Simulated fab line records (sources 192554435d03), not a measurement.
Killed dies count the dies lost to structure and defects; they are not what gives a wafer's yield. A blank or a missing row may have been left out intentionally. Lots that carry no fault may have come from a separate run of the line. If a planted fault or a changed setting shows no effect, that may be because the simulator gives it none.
A lot that was struck, set against a sound lot || flow n5Finfet || 36 out of 1938 route steps
Sound: wafers L795.3, L795.5, L795.6. Struck: wafer L786.3. (L786.2, L786.6 of the same lot were not struck and are left out.) The cause comes at the end.
Per side, at each step with rows, come the tool, then ch with its chambers, and then its first start. Under that, the readings that differ: sound wafers || struck wafers || difference of the means || sigmas: that difference in standard deviations of wafers without a fault.
alike: words and numbers the same on both sides, and readings whose means are apart by under 2 such deviations; not compared: readings that were withheld, readings missing a value for some wafer, numbers with overlapping values and no deviation given by the record, and bounds like >300 which may hide the same value.
The two part at a step that has a row with sigmas, a row that says differs or no value, or rows on one side only. Numbers that have no deviation but don't overlap get no sigmas and don't part them. A reading missing from all wafers of one side parts the sides only when that side holds two or more wafers.

first, 9 steps without rows for these wafers: N5_BEOL_M4_ANNEAL_95 (time 240 s); N5_BEOL_M4_SPUTTER_96 (material Cu, target thk 4.5 nm, time 8.29 s); N5_BEOL_M4_ECD_50 (material Cu, target thk 300 nm); N5_BEOL_M4_ANNEAL_51 (time 90 s); N5_BEOL_M4_CMP_52 (polishes, stops on SiOC, t overpolish 6.8 s, target thk 40 nm); N5_BEOL_M4_PRE_CLEAN_60 (time 15 s); N5_BEOL_M4_CO_CAP_55 (material Co, precursor CCTBA/H2, target thk 2 nm, time 102.1 s); N5_BEOL_M4_PRE_CLEAN_56 (time 15 s); N5_BEOL_M4_DEP_57 (deposits SiCN from 3MS/NH3, target thk 8 nm, time 14 s).
N5_BEOL_M4_RC_MEAS_101:
  sound on prober-01 ch 0, day 13 12:31; struck on prober-01 ch 0, day 10 21:34
  alike: DIBL_N, DIBL_P, IOFF_N, IOFF_P, ION_N, ION_P, SS_N, SS_P, VT_N, VT_P
then, 24 steps without rows for these wafers: N5_BEOL_M5_ILD_DEP_00 (deposits SiCOH lowk from DEMS/porogen, target thk 140.64 nm, time 25.9 s); N5_BEOL_M5_CURE_79 (cures SiCOH lowk, time 240 s); N5_BEOL_M5_PECVD_70 (deposits SiO2 from TEOS/O2, target thk 16 nm, time 18 s); N5_BEOL_M5_HM_DEP_02 (deposits TiN, target thk 20 nm); N5_BEOL_M5_COAT_59 (time 60 s, resist thk 60 nm); N5_BEOL_M5_COAT_60 (time 60 s, resist thk 12 nm); N5_BEOL_M5_COAT_71 (time 60 s, resist thk 5 nm); N5_BEOL_M5_COAT_05 (resist thk 30 nm); N5_BEOL_M5_EBR_07; N5_BEOL_M5_SOFTBAKE_06 (time 60 s); N5_BEOL_M5_EXPOSE_08 (exposes mask M5, target cd 28 nm); N5_BEOL_M5_PEB_09 (peb time 60 s); N5_BEOL_M5_DEVELOP_10 (develop time 30 s); N5_BEOL_M5_DESCUM_16 (chemistry O2, time 7 s); N5_BEOL_M5_ETCH_72 (etches underlayer in N2/H2, target depth 6.5 nm, time 5.2 s); N5_BEOL_M5_ETCH_61 (etches SiARC in CF4, target depth 15.6 nm, time 26 s); N5_BEOL_M5_ETCH_62 (etches SOC in N2/H2, target depth 75 nm, overetch 15 nm, time 112.5 s); N5_BEOL_M5_STRIP_63 (strips in N2/H2); N5_BEOL_M5_STRIP_73 (strips in N2/H2); N5_BEOL_M5_STRIP_64 (strips in CF4); N5_BEOL_M5_HM_OPEN_17 (chemistry Cl2/BCl3, target TiN, target depth 20 nm, overetch 6 nm); N5_BEOL_M5_STRIP_19 (strips in O2); N5_BEOL_M5_COAT_65 (time 60 s, resist thk 60 nm); N5_BEOL_M5_COAT_66 (time 60 s, resist thk 12 nm).
N5_BEOL_M5_VIA_ETCH_34: etches SiCOH lowk in C4F6/O2, target depth 88.3 nm, time 39.2 s.
  sound on rieDiel-06 ch 2,3, day 13 16:49; struck on rieDiel-04 ch 1, day 11 01:29
{"reading": "throttleValvePct (%)", "sound": "21.20 21.22 20.90", "struck": 20.57, "difference": -0.54, "sigmas": -3}
{"reading": "model.etch.depthNm (nm)", "sound": "88.35 88.33 87.06", "struck": 54.05, "difference": -33.86, "sigmas": ""}
{"reading": "model.SOC_of_BEOL_M5_COAT_65.thkNm (nm)", "sound": "55.8 56 55.8", "struck": 57.4, "difference": "+1.5", "sigmas": ""}
  alike: C4F6_flow_sccm, chamberPressureMTorr, drypumpMotorCurrentA, oesProductAu, rfVppV, showerheadPlenumPTorr
  not compared: rfHoursCounterH
-- the record jumps here: 3 days lie between the struck wafers' starts before and after (it left off in module BEOL_M5 and takes up again in module PASSIVATION, whose first step shown is number 1936 of the route) --
N5_PASSIVATION_PROBE_49:
  rows exist in the record for the struck wafers here (prober-02, day 14 12:43), but not for the sound ones

WHERE THEY PART
Earliest at N5_BEOL_M5_VIA_ETCH_34; latest, in this record, at N5_PASSIVATION_PROBE_49.

WHY: what the simulator had put in
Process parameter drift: rieDiel-04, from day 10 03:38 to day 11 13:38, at N5_BEOL_M5_VIA_ETCH_34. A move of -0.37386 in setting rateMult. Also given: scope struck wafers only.
